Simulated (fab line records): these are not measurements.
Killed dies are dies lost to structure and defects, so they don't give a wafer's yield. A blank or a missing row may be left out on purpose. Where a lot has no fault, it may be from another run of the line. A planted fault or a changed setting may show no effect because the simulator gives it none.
Chamber matching    flow n5 finfet    rie diel-06 running N5_BEOL_M9_DESCUM_16: 4 sister chambers
The step chemistry O2, time 7.9 s. 8 wafers are shown with their chamber, then 7 later ones without.

== EACH WAFER AND ITS CHAMBER ==
wafer   chamber  drypump motor current A (A)  throttle valve pct (%)
L078.1  0        5.2                          20.29
L078.6  1        5.6                          20.89
L086.1  0        5.2                          20.30
L086.2  1        5.6                          20.91
L086.5  3        5.4                          20.68
L086.6  2        6.5                          20.33
L089.2  2        6.4                          20.33
L089.3  3        5.4                          20.68

== WAFERS WITHOUT THEIR CHAMBER ==
wafer   drypump motor current A (A)  throttle valve pct (%)
L089.5  5.2                          20.30
L096.1  6.5                          20.37
L096.2  5.2                          20.34
L096.3  5.6                          20.49
L096.4  5.6                          20.51
L096.5  6.4                          20.35
L096.6  5.2                          20.33

== THE CHAMBER EACH PASSED THROUGH ==
wafer    from the rows above   in truth
L089.5   0                     0
L096.1   2                     2
L096.2   0                     0
L096.3   3                     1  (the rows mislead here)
L096.4   3                     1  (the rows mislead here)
L096.5   2                     2
L096.6   0                     0
5 of 7 placed correctly. Not placeable from these rows: 0. Placed wrongly: 2.
How it was worked out, from the rows above alone: a wafer's distance from a chamber is the root of the sum, over the readings, of the square of ((its reading less the chamber's mean) divided by the reading's scatter). The wafer belongs to the nearest chamber; if the next one is less than 2 further off, it can't be placed. The mean given for a chamber averages the wafers shown for that chamber. How the scatter is found: for the shown wafers, subtract from each reading the mean of its chamber, square and add these, divide the total by (wafers less chambers), then take the root.
